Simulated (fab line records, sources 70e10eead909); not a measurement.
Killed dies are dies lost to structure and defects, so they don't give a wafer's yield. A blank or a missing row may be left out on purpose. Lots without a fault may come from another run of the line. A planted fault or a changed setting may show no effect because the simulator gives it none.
A struck lot beside a sound one | flow nand_harc | 26 steps out of a route of 1302
Sound: wafers L278.1, L278.2, L278.6. Struck: wafer L282.5. (L282.3, L282.4 of the same lot were not struck and are left out.) The cause comes at the end.
At each step with rows: each side's tool, then ch and its chambers, then its first start. Under that, the readings that differ: sound wafers | struck wafers | difference of the means | sigmas: that difference in standard deviations of wafers without a fault.
alike: readings whose means differ by less than 2 such deviations, and words and numbers that are the same on both sides. not compared: withheld readings, readings that some wafer has no value for, bounds like >300 that may hide the same value, and numbers for which the record gives no deviation and whose values overlap.
The two part at a step that has a row with sigmas, a row that says differs or no value, or rows on one side only. Numbers that don't overlap but have no deviation are shown without sigmas and don't part them. A reading that every wafer of one side lacks parts them only if that side has two wafers or more.

first, 2 steps without rows for these wafers: NHARC_P_M1_DEGAS_29 (time 60 s); NHARC_P_M1_PRE_CLEAN_30 (time 30 s).
NHARC_P_M1_PVD_20: deposits TaN, target thk 5 nm, time 8.06 s.
  sound on pvd_sputter-03; struck on pvd_sputter-03
  alike: throttle_valve_pct
NHARC_P_M1_PVD_21: deposits Cu, target thk 30 nm, time 20.49 s.
  sound on pvd_sputter-03; struck on pvd_sputter-03
  alike: throttle_valve_pct
then, 1 step without rows for these wafers: NHARC_P_M1_ECD_22 (material Cu, target thk 400 nm).
NHARC_P_M1_ANNEAL_31: time 90 s.
  sound on rtp_anneal-02 ch 0, day 6 20:57; struck on rtp_anneal-02 ch 0, day 7 23:29
  alike: anneal_temp_c, wafer_temp_C_max
NHARC_P_M1_CMP_23: polishes, t overpolish 20 s, target thk 157.82 nm.
  sound on cmp-03 ch 1,2,3, day 6 21:22; struck on cmp-02 ch 1, day 7 23:46
  alike: motor_current_A, time_to_endpoint_s
NHARC_P_M1_THK_MEAS_24: measures by xrf.
  sound on film_metro-02, day 6 21:37; struck on film_metro-02, day 8 00:03
  reading     | sound             | struck | difference | sigmas
  thk_nm (nm) | 159.1 158.3 158.0 | 155.6  | -2.9       | -2
then, 1 step without rows for these wafers: NHARC_P_M1_SRD_25.
NHARC_P_M1_INSPECT_27:
  sound on defect_inspect-02, day 6 21:46; struck on defect_inspect-01, day 8 00:13
  alike: raw_defect_count
NHARC_P_M1_PRE_CLEAN_32: time 12 s.
  sound on pecvd-03 ch 0,1, day 6 21:50; struck on pecvd-01 ch 1, day 8 00:19
  alike: heater_power_w
NHARC_P_M1_DEP_33: deposits SiCN, target thk 30 nm.
  sound on pecvd-03 ch 0,1, day 6 21:55; struck on pecvd-01 ch 1, day 8 00:25
  alike: heater_power_w
then, 10 steps without rows for these wafers: NHARC_P_M2_DEP_00 (deposits SiOC, target thk 182.5 nm); NHARC_P_M2_DEHYDRATE_01 (time 120 s); NHARC_P_M2_HMDS_02 (time 30 s); NHARC_P_M2_COAT_34 (time 65 s); NHARC_P_M2_COAT_03 (resist thk 90 nm); NHARC_P_M2_SOFTBAKE_04 (time 55 s); NHARC_P_M2_EBR_05; NHARC_P_M2_EXPOSE_06 (exposes mask P M2, target cd 170 nm); NHARC_P_M2_PEB_07 (peb time 65 s); NHARC_P_M2_DEVELOP_08 (develop time 35 s).
NHARC_P_M2_CD_MEAS_09: target cd 170 nm.
  sound on cd_sem-01 ch 0, day 6 23:08; struck on cd_sem-03 ch 0, day 8 01:37
  alike: cd_nm
NHARC_P_M2_OVL_MEAS_10: pitch 340 nm.
  sound on overlay-01, day 6 23:14; struck on overlay-02, day 8 01:42
  alike: overlay_x_nm, overlay_y_nm
NHARC_P_M2_INSPECT_11:
  sound on defect_inspect-01, day 6 23:16; struck on defect_inspect-02, day 8 01:44
  reading          | sound | struck | difference | sigmas
  raw_defect_count | 1 3 7 | 611    | +607       | +99 or more
then, 1 step without rows for these wafers: NHARC_P_M2_DESCUM_14 (chemistry O2, time 3 s).

WHERE THEY PART
First at NHARC_P_M1_THK_MEAS_24; last, within this record, at NHARC_P_M2_INSPECT_11.

WHY: what the simulator had put in
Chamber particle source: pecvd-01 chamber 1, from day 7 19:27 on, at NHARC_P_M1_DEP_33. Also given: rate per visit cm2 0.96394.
